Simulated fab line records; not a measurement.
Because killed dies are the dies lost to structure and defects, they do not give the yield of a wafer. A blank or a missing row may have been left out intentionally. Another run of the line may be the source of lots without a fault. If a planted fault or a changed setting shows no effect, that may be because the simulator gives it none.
fab line records + flow n5_finfet
[record]
- lots = 10
- wafers = 29
- last_day = 17
route steps=1938 shown BEOL_M3@955 BEOL_M4@1111 PASSIVATION@1936
lots that met no fault: from a run of the same line without faults
start_h: hours from the record's opening day to when the first of the lot's shown wafers began + wait_h: hours elapsed since this lot's preceding step + " the same as in the row above + L1.1+2: one row covering several wafers at once + - no value, or no start given + * or withheld: withheld + < > ~ a bound
route shown NAME@n: NAME is a module with steps in the file, n the number in the route of the first one + usual: mean/standard deviation of fault-free wafers + same: alike in all rows + chamber/n: place in a boat + sites: the reading at each site + _std_site: the standard deviation of these + _edge_site: the outer-site mean with the inner-site mean subtracted + radius_mm: how far each site lies from the wafer's centre + mask NAME#n: copy n + behind: the tool/chamber that last shaped the wafer + hold: why the lot went on hold/how many hours it stayed there/how the hold came to an end + device: whichever transistor did not switch (one of n, p or np) + end of line: at the end of the route, the tests of the same wafers + a step without rows: its recipe alone + killed: not the wafer's yield, but the dies lost to structure and defects at the first sort + map: the dies of a wafer, with x for killed, . for not killed, _ for no die there
set.NAME: the run value of the setting; set.NAME@STEP: its run value at that earlier step + model.NAME: the simulator's own value behind a step, which no gauge read
the route's steps for a sample of lots (tables are steps, rows are wafers)
services: from which hour (start_h, from the record's first day; less than 0 if before it) a tool's chamber was out of use, for how many hours, and why
[[steps]]
[step N5_BEOL_M3_STRIP_19]
[recipe]
- chemistry = O2
- power_w = 400
- temp_c = 40
- pressure_mtorr = 30
- rf_frequency_hz = 6e+07
- bias_power_w = 0
- overash_fraction = 0.2
- o2_flow_sccm = 225
[usual]
- drypump_motor_current_A = 5.8/0.43
- oes_product_au = 0.76/0.074
- rf_vpp_V = 3.7/0.48
- showerhead_plenum_p_Torr = 2.09/0.063
- throttle_valve_pct = 16.76/0.2
| lot.wafer | tool        | chamber | start_h | wait_h | drypump_motor_current_A | oes_product_au | rf_hours_counter_h | rf_vpp_V | showerhead_plenum_p_Torr | throttle_valve_pct |
|-----------|-------------|---------|---------|--------|-------------------------|----------------|--------------------|----------|--------------------------|--------------------|
| L578.1    | rie_diel-02 | 2       | 156.54  | 0.1    | 6.2                     | 0.73           | 162                | 4.1      | 2.19                     | 16.83              |
| L578.3    | "           | 1       | "       | "      | 6.0                     | 0.78           | 105                | 3.5      | 2.03                     | 16.98              |
| L578.5    | "           | 1       | "       | "      | 6.0                     | 0.78           | -                  | 3.0      | 2.03                     | 16.99              |
| L579.1    | rie_diel-02 | 1       | 157.20  | 0.2    | 6.0                     | 0.78           | 105                | 3.7      | 2.03                     | 16.99              |
| L579.4    | "           | 0       | "       | "      | 5.7                     | 0.75           | -                  | 3.6      | 2.08                     | 16.91              |
| L579.6    | "           | 2       | "       | "      | 6.3                     | 0.73           | -                  | 2.7      | 2.19                     | 16.83              |
| L583.2    | rie_diel-04 | 3       | 182.13  | 0.1    | 5.3                     | 0.68           | 249                | 2.8      | 2.08                     | 16.62              |
| L583.3    | "           | 0       | "       | "      | 5.2                     | 0.72           | 193                | 4.0      | 1.98                     | 16.73              |
| L583.4    | "           | 0       | "       | "      | 5.2                     | 0.72           | -                  | 4.5      | 1.98                     | 16.74              |
| L585.1    | rie_diel-05 | 3       | 190.32  | 0.3    | 6.1                     | 0.79           | 101                | 3.7      | 2.04                     | 16.71              |
| L585.3    | "           | 1       | "       | "      | 6.3                     | 0.68           | 228                | 3.7      | 2.17                     | 16.72              |
| L585.6    | "           | 0       | "       | "      | 6.1                     | 0.83           | -                  | 3.8      | 2.12                     | 16.76              |
| L586.1    | rie_diel-05 | 3       | 203.56  | 0.1    | 6.1                     | 0.79           | 105                | 4.3      | 2.04                     | 16.71              |
| L586.6    | "           | 3       | "       | "      | 6.1                     | 0.78           | -                  | 3.4      | 2.04                     | 16.72              |
| L592.2    | rie_diel-04 | 3       | 235.56  | 0.2    | 5.2                     | 0.97           | 7                  | 4.9      | 2.08                     | 16.13              |
| L592.3    | "           | 0       | "       | "      | 5.2                     | 0.70           | 211                | 3.4      | 1.98                     | 16.77              |
| L592.5    | "           | 3       | "       | "      | 5.3                     | 0.97           | -                  | 3.3      | 2.08                     | 16.15              |
| L597.2    | rie_diel-02 | 0       | 264.53  | 0.2    | 5.7                     | 0.71           | 232                | 4.0      | 2.07                     | 16.96              |
| L597.3    | "           | 2       | "       | "      | 6.3                     | 0.70           | 194                | 3.0      | 2.18                     | 16.89              |
| L597.4    | "           | 1       | "       | "      | 6.0                     | 0.75           | 138                | 3.8      | 2.02                     | 17.03              |
| L598.1    | rie_diel-05 | 2       | 266.29  | 0.2    | 5.3                     | 0.69           | 212                | 4.0      | 2.17                     | 16.66              |
| L598.4    | "           | 1       | "       | "      | 6.3                     | 0.66           | -                  | 3.7      | 2.16                     | 16.76              |
| L598.5    | "           | 2       | "       | "      | 5.3                     | 0.69           | -                  | 3.7      | 2.17                     | 16.66              |
| L599.1    | rie_diel-02 | 2       | 275.33  | 0.1    | 6.3                     | 0.70           | 198                | 3.9      | 2.17                     | 16.90              |
| L599.2    | "           | 1       | "       | "      | 6.0                     | 0.75           | 142                | 3.4      | 2.02                     | 17.07              |
| L599.6    | "           | 0       | "       | "      | 5.8                     | 0.72           | -                  | 4.4      | 2.07                     | 16.97              |
| L600.1    | rie_diel-02 | 2       | 279.65  | 0.1    | 6.3                     | 0.69           | 201                | 3.7      | 2.17                     | 16.88              |
| L600.3    | "           | 1       | "       | "      | 6.0                     | 0.75           | -                  | 3.2      | 2.02                     | 17.03              |
| L600.5    | "           | 2       | "       | "      | 6.3                     | 0.71           | -                  | 4.2      | 2.17                     | 16.90              |
[step N5_BEOL_M3_CVD_47]
[recipe]
- material = Co
- target_thk_a = 30
- temp_c = withheld
- precursor = CCTBA/H2
- pressure_torr = 30
- time_s = 223.8
[usual]
- run_length_s = 246.6/0.39
| lot.wafer | tool      | chamber | start_h | wait_h | run_length_s |
|-----------|-----------|---------|---------|--------|--------------|
| L579.1    | cvd_co-01 | 1       | 163.01  | 0.1    | 246.9        |
| L579.4    | "         | 0       | "       | "      | 247.1        |
| L579.6    | "         | 1       | "       | "      | 247.2        |
| L578.1    | cvd_co-02 | 1       | 164.94  | 0.1    | 245.9        |
| L578.3    | "         | 0       | "       | "      | 246.4        |
| L578.5    | "         | 0       | "       | "      | 247.2        |
| L583.2    | cvd_co-01 | 2       | 186.92  | 0.1    | 247.4        |
| L583.3    | "         | 0       | "       | "      | 246.6        |
| L583.4    | "         | 2       | "       | "      | 190.3        |
| L585.1    | cvd_co-01 | 2       | 195.32  | 0.3    | 190.6        |
| L585.3    | "         | 1       | "       | "      | 247.2        |
| L585.6    | "         | 1       | "       | "      | 246.7        |
| L586.1    | cvd_co-01 | 0       | 205.61  | 0.1    | 190.4        |
| L586.6    | "         | 2       | "       | "      | 246.4        |
| L592.2    | cvd_co-02 | 2       | 243.38  | 0.0    | 246.7        |
| L592.3    | "         | 1       | "       | "      | 246.2        |
| L592.5    | "         | 2       | "       | "      | 246.2        |
| L597.2    | cvd_co-02 | 2       | 274.28  | 0.1    | 246.5        |
| L597.3    | "         | 1       | "       | "      | 245.9        |
| L597.4    | "         | 0       | "       | "      | 246.7        |
| L598.1    | cvd_co-01 | 1       | 279.70  | 0.3    | 246.6        |
| L598.4    | "         | 1       | "       | "      | 246.7        |
| L598.5    | "         | 0       | "       | "      | 246.8        |
| L599.1    | cvd_co-02 | 1       | 284.24  | 0.0    | 246.1        |
| L599.2    | "         | 0       | "       | "      | 247.2        |
| L599.6    | "         | 1       | "       | "      | 246.8        |
| L600.1    | cvd_co-02 | 1       | 286.38  | 0.1    | 246.1        |
| L600.3    | "         | 2       | "       | "      | 246.7        |
| L600.5    | "         | 0       | "       | "      | 246.5        |
[step N5_BEOL_M3_SPUTTER_88]
[recipe]
- material = Cu
- target_thk_a = 45
- temp_c = -20
- chamber_pressure_pa = 0.07
- power_w = withheld
- time_s = 8.29
[usual]
- throttle_valve_pct = 30.6/0.82
| lot.wafer | tool           | chamber | start_h | wait_h | throttle_valve_pct |
|-----------|----------------|---------|---------|--------|--------------------|
| L579.1    | pvd_sputter-03 | -       | 164.29  | 0.1    | 29.7               |
| L579.4    | "              | -       | "       | "      | 29.6               |
| L579.6    | "              | -       | "       | "      | 31.2               |
| L578.1    | pvd_sputter-03 | -       | 166.13  | 0.1    | 31.3               |
| L578.3    | "              | -       | "       | "      | 29.4               |
| L578.5    | "              | -       | "       | "      | 29.5               |
| L583.2    | pvd_sputter-02 | -       | 187.96  | 0.1    | 29.8               |
| L583.3    | "              | -       | "       | "      | 31.4               |
| L583.4    | "              | -       | "       | "      | 29.8               |
| L585.1    | pvd_sputter-02 | -       | 197.83  | 0.1    | 30.4               |
| L585.3    | "              | -       | "       | "      | 29.2               |
| L585.6    | "              | -       | "       | "      | 29.8               |
| L586.1    | pvd_sputter-02 | -       | 206.90  | 0.1    | 30.8               |
| L586.6    | "              | -       | "       | "      | 29.9               |
| L592.2    | pvd_sputter-03 | -       | 244.48  | 0.1    | 31.3               |
| L592.3    | "              | -       | "       | "      | 29.5               |
| L592.5    | "              | -       | "       | "      | 29.6               |
| L597.2    | pvd_sputter-01 | -       | 276.42  | 0.1    | 30.4               |
| L597.3    | "              | -       | "       | "      | 31.9               |
| L597.4    | "              | -       | "       | "      | 31.4               |
| L598.1    | pvd_sputter-01 | -       | 282.17  | 0.1    | 31.4               |
| L598.4    | "              | -       | "       | "      | 30.3               |
| L598.5    | "              | -       | "       | "      | 31.3               |
| L599.1    | pvd_sputter-01 | -       | 285.34  | 0.1    | 30.5               |
| L599.2    | "              | -       | "       | "      | 32.0               |
| L599.6    | "              | -       | "       | "      | 31.4               |
| L600.1    | pvd_sputter-01 | -       | 287.46  | 0.1    | 31.2               |
| L600.3    | "              | -       | "       | "      | 30.2               |
| L600.5    | "              | -       | "       | "      | 30.2               |
[step N5_BEOL_M3_ANNEAL_93]
[recipe]
- temp_c = 400
- time_s = 240
- ambient = vacuum
[usual]
- heater_power_w = 885/130
| lot.wafer | tool           | chamber | start_h | wait_h | heater_power_w |
|-----------|----------------|---------|---------|--------|----------------|
| L579.1    | pvd_sputter-03 | -       | 164.81  | 0.0    | 885            |
| L579.4    | "              | -       | "       | "      | 766            |
| L579.6    | "              | -       | "       | "      | 808            |
| L578.1    | pvd_sputter-03 | -       | 166.65  | 0.0    | 802            |
| L578.3    | "              | -       | "       | "      | 1024           |
| L578.5    | "              | -       | "       | "      | 997            |
| L583.2    | pvd_sputter-02 | -       | 188.48  | 0.0    | 1056           |
| L583.3    | "              | -       | "       | "      | 792            |
| L583.4    | "              | -       | "       | "      | 794            |
| L585.1    | pvd_sputter-02 | -       | 198.35  | 0.0    | 1050           |
| L585.3    | "              | -       | "       | "      | 782            |
| L585.6    | "              | -       | "       | "      | 1008           |
| L586.1    | pvd_sputter-02 | -       | 211.91  | 0.0    | 1025           |
| L586.6    | "              | -       | "       | "      | 1022           |
| L592.2    | pvd_sputter-03 | -       | 245.00  | 0.0    | 813            |
| L592.3    | "              | -       | "       | "      | 891            |
| L592.5    | "              | -       | "       | "      | 879            |
| L597.2    | pvd_sputter-01 | -       | 276.94  | 0.0    | 841            |
| L597.3    | "              | -       | "       | "      | 815            |
| L597.4    | "              | -       | "       | "      | 1072           |
| L598.1    | pvd_sputter-01 | -       | 282.69  | 0.0    | 1084           |
| L598.4    | "              | -       | "       | "      | 828            |
| L598.5    | "              | -       | "       | "      | 1101           |
| L599.1    | pvd_sputter-01 | -       | 285.86  | 0.0    | 852            |
| L599.2    | "              | -       | "       | "      | 804            |
| L599.6    | "              | -       | "       | "      | 1060           |
| L600.1    | pvd_sputter-01 | -       | 287.98  | 0.0    | 1103           |
| L600.3    | "              | -       | "       | "      | 838            |
| L600.5    | "              | -       | "       | "      | 659            |
[step N5_BEOL_M4_RC_MEAS_101]
[usual]
- DIBL_N = 36.3/1.7
- DIBL_P = 36.5/1.8
- IOFF_N = 0.16/0.033
- IOFF_P = 0.21/0.037
- ION_N = 675/11
- ION_P = 462/7.9
- SS_N = 71.6/0.64
- SS_P = 73.3/0.68
- VT_N = 249/3.3
- VT_P = -250/3.3
| lot.wafer | tool      | chamber | start_h | wait_h | DIBL_N[mV/V] | DIBL_P[mV/V] | IOFF_N[nA/um] | IOFF_P[nA/um] | ION_N[uA/um] | ION_P[uA/um] | SS_N[mV/dec] | SS_P[mV/dec] | VT_N[mV] | VT_P[mV] |
|-----------|-----------|---------|---------|--------|--------------|--------------|---------------|---------------|--------------|--------------|--------------|--------------|----------|----------|
| L579.1    | prober-01 | 0       | 175.39  | 0.0    | 37.0         | 37.9         | 0.16          | 0.23          | 674          | 464          | 71.5         | 73.7         | 249      | -251     |
| L579.4    | "         | 0       | "       | "      | 35.9         | 36.4         | 0.14          | 0.22          | 669          | 461          | 71.1         | 73.5         | 251      | -250     |
| L579.6    | "         | 0       | "       | "      | 36.4         | 36.4         | 0.14          | 0.21          | 675          | 471          | 71.3         | 73.1         | 251      | -250     |
| L578.1    | prober-02 | 0       | 179.55  | 0.0    | 33.6         | 34.1         | 0.14          | 0.21          | 673          | 467          | 71.1         | 73.2         | 248      | -248     |
| L578.3    | "         | 0       | "       | "      | 36.4         | 37.0         | 0.18          | 0.25          | 679          | 468          | 72.3         | 73.4         | 250      | -249     |
| L578.5    | "         | 0       | "       | "      | 35.8         | 36.4         | 0.17          | 0.24          | 676          | 467          | 71.8         | 73.1         | 249      | -246     |
| L583.2    | prober-01 | 0       | 202.29  | 0.2    | 37.3         | 38.4         | 0.18          | 0.24          | 680          | 466          | 72.3         | 72.8         | 247      | -251     |
| L583.3    | "         | 0       | "       | "      | 36.6         | 36.7         | 0.17          | 0.22          | 688          | 459          | 71.7         | 72.8         | 250      | -253     |
| L583.4    | "         | 0       | "       | "      | 37.0         | 37.8         | 0.17          | 0.24          | 676          | 465          | 72.3         | 73.0         | 249      | -248     |
| L585.1    | prober-02 | 0       | 207.58  | 0.0    | 37.4         | 38.4         | 0.18          | 0.24          | 660          | 460          | 72.2         | 73.5         | 251      | -247     |
| L585.3    | "         | 0       | "       | "      | 35.1         | 34.8         | 0.14          | 0.18          | 658          | 445          | 71.9         | 72.8         | 254      | -251     |
| L585.6    | "         | 0       | "       | "      | 32.3         | 33.3         | 0.11          | 0.16          | 657          | 457          | 70.5         | 72.1         | 255      | -254     |
| L586.1    | prober-02 | 0       | 223.77  | 0.1    | 34.4         | 34.8         | 0.11          | 0.16          | 662          | 448          | 70.0         | 72.8         | 253      | -257     |
| L586.6    | "         | 0       | "       | "      | 35.1         | 36.4         | 0.13          | 0.19          | 672          | 463          | 70.9         | 74.2         | 251      | -253     |
| L592.2    | prober-02 | 0       | 256.66  | 0.2    | 37.0         | 36.3         | 0.17          | 0.24          | 677          | 463          | 71.6         | 73.4         | 249      | -248     |
| L592.3    | "         | 0       | "       | "      | 38.1         | 37.1         | 0.19          | 0.24          | 675          | 462          | 72.2         | 73.7         | 248      | -246     |
| L592.5    | "         | 0       | "       | "      | 39.1         | 38.9         | 0.21          | 0.27          | 686          | 465          | 72.7         | 73.8         | 248      | -248     |
| L597.2    | prober-02 | 0       | 288.09  | 0.2    | 33.4         | 33.1         | 0.13          | 0.17          | 682          | 465          | 71.4         | 72.7         | 251      | -254     |
| L597.3    | "         | 0       | "       | "      | 35.3         | 34.8         | 0.16          | 0.19          | 677          | 462          | 71.3         | 73.6         | 247      | -251     |
| L597.4    | "         | 0       | "       | "      | 34.3         | 33.9         | 0.14          | 0.18          | 672          | 459          | 71.9         | 73.2         | 250      | -252     |
| L598.1    | prober-02 | 0       | 291.64  | 0.0    | 40.0         | 40.9         | 0.28          | 0.27          | 717          | 475          | 72.9         | 74.6         | 241      | -250     |
| L598.4    | "         | 0       | "       | "      | 38.2         | 38.7         | 0.23          | 0.24          | 695          | 461          | 73.1         | 74.5         | 242      | -249     |
| L598.5    | "         | 0       | "       | "      | 37.6         | 37.9         | 0.21          | 0.22          | 687          | 459          | 71.7         | 73.4         | 245      | -251     |
| L600.1    | prober-01 | 0       | 298.10  | 0.0    | 33.2         | 33.6         | 0.12          | 0.16          | 669          | 452          | 71.2         | 72.4         | 252      | -256     |
| L600.3    | "         | 0       | "       | "      | 36.3         | 37.7         | 0.18          | 0.21          | 678          | 461          | 71.9         | 74.4         | 248      | -250     |
| L600.5    | "         | 0       | "       | "      | 36.8         | 38.6         | 0.19          | 0.22          | 677          | 458          | 72.1         | 74.3         | 246      | -253     |
| L599.1    | prober-02 | 0       | 298.18  | 0.0    | 36.2         | 35.1         | 0.14          | 0.17          | 662          | 447          | 71.2         | 73.8         | 253      | -251     |
| L599.2    | "         | 0       | "       | "      | 37.3         | 36.3         | 0.16          | 0.18          | 677          | 458          | 72.1         | 73.9         | 249      | -254     |
| L599.6    | "         | 0       | "       | "      | 37.5         | 37.0         | 0.16          | 0.20          | 673          | 458          | 71.5         | 74.2         | 247      | -253     |
[step N5_PASSIVATION_PROBE_49]
[usual]
- defect_limited_yield = 91.3/1.5
- killed_at_M0_to_M3 = 34/9.4
- killed_at_M4_up = 13/5.3
- killed_at_contacts = 13/5.7
- killed_at_front_end = 40/10
- killed_at_other = 3.7/2.8
- killed_dies = 103/17
- killed_open = 67/13
- killed_short = 35/8.5
- sort_bin_4_leakage = 0.00/0.016
- sort_bin_5_function = 5.0/0.98
- sort_bin_6_memory = 3.3/0.7
- sort_n_pass = 1077/17
- sort_yield_pct = 91.3/1.5
[same]
- gross_dies = 1180
- killed_at_back_side = 0
- sort_bin_8_speed[%] = 0
| lot.wafer | tool      | chamber | start_h | wait_h | defect_limited_yield[%] | killed_at_M0_to_M3 | killed_at_M4_up | killed_at_contacts | killed_at_front_end | killed_at_other | killed_dies | killed_open | killed_short | sort_bin_4_leakage[%] | sort_bin_5_function[%] | sort_bin_6_memory[%] | sort_n_pass | sort_yield_pct[%] |
|-----------|-----------|---------|---------|--------|-------------------------|--------------------|-----------------|--------------------|---------------------|-----------------|-------------|-------------|--------------|-----------------------|------------------------|----------------------|-------------|-------------------|
| L586.6    | prober-01 | -       | 331.54  | 0.3    | 93.6                    | 26                 | 14              | 4                  | 25                  | 7               | 76          | 44          | 32           | 0                     | 3.9                    | 2.2                  | 1104        | 93.6              |
// killed by level:class
L586.6 BEOL_M3:geometric_particle:open=8 STI_FIN_REVEAL:geometric_particle:open=5 BEOL_M2:geometric_particle:open=5 FIN_SAQP:geometric_particle:open=4 GATE_CUT:geometric_particle:short=4 BEOL_M0_SAQP:geometric_particle:short=4 BEOL_M1:geometric_particle:short=4 BEOL_M5:geometric_particle:short=4
[[services]]
| tool           | chamber | start_h | hours | kind                          |
|----------------|---------|---------|-------|-------------------------------|
| rie_diel-05    | 1       | 139.32  | 17.3  | repair                        |
| rie_diel-02    | 3       | 143.02  | 4.5   | repair                        |
| rie_diel-04    | 0       | 150.47  | 3.8   | repair                        |
| rie_diel-02    | 3       | 155.23  | 9.1   | repair                        |
| cvd_co-01      | -       | 169.85  | 0.7   | repair                        |
| cvd_co-02      | -       | 170.89  | 1.5   | repair                        |
| rie_diel-04    | 2       | 180.80  | 8.5   | repair                        |
| rie_diel-04    | 3       | 189.27  | -     | clean                         |
| rie_diel-04    | 3       | 189.27  | -     | consumable_replace:focus_ring |
| cvd_co-02      | -       | 219.85  | 1.3   | repair                        |
| rie_diel-04    | 1       | 229.69  | 7.4   | repair                        |
| cvd_co-01      | 1       | 239.62  | 15.0  | repair                        |
| rie_diel-05    | 3       | 265.18  | 6.2   | repair                        |
| rie_diel-02    | 3       | 267.81  | -     | clean                         |
| rie_diel-02    | 3       | 267.81  | -     | consumable_replace:focus_ring |
| rie_diel-02    | 3       | 267.81  | 36.6  | scheduled_down                |
| rie_diel-02    | 3       | 267.81  | 36.6  | vent_cycle                    |
| rie_diel-05    | 1       | 271.34  | -     | clean                         |
| rie_diel-05    | 1       | 271.34  | -     | consumable_replace:focus_ring |
| rie_diel-05    | 1       | 271.34  | 21.2  | scheduled_down                |
| rie_diel-05    | 1       | 271.34  | 21.2  | vent_cycle                    |
| rie_diel-04    | -       | 273.42  | 14.6  | pm                            |
| pvd_sputter-03 | -       | 278.15  | 5.5   | repair                        |
| rie_diel-02    | 0       | 279.54  | 8.0   | repair                        |
[[key]]
[first_sign]
- step = N5_BEOL_M3_CVD_47
- reading = run_length_s
- direction = down
- sigmas = 99+
- usual = *
- struck = *
effect none on later readings
met_at N5_BEOL_M3_CVD_47
struck_lots L583,L585,L586
struck_wafers L583.4,L585.1,L586.1
not_acting_at N5_BEOL_M3_STRIP_19,N5_BEOL_M3_SPUTTER_88,N5_BEOL_M3_ANNEAL_93
onset_between 163.01 186.92
[fault]
- kind = process_parameter_drift
- tool = cvd_co-01
- chamber = -
- onset_h = 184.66
- steps = N5_BEOL_M3_CVD_47
- channel = time_s
- offset = *
- shape = step
- end_h = 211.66
- scope = struck_wafers_only
- acts_in = *
- stated = *
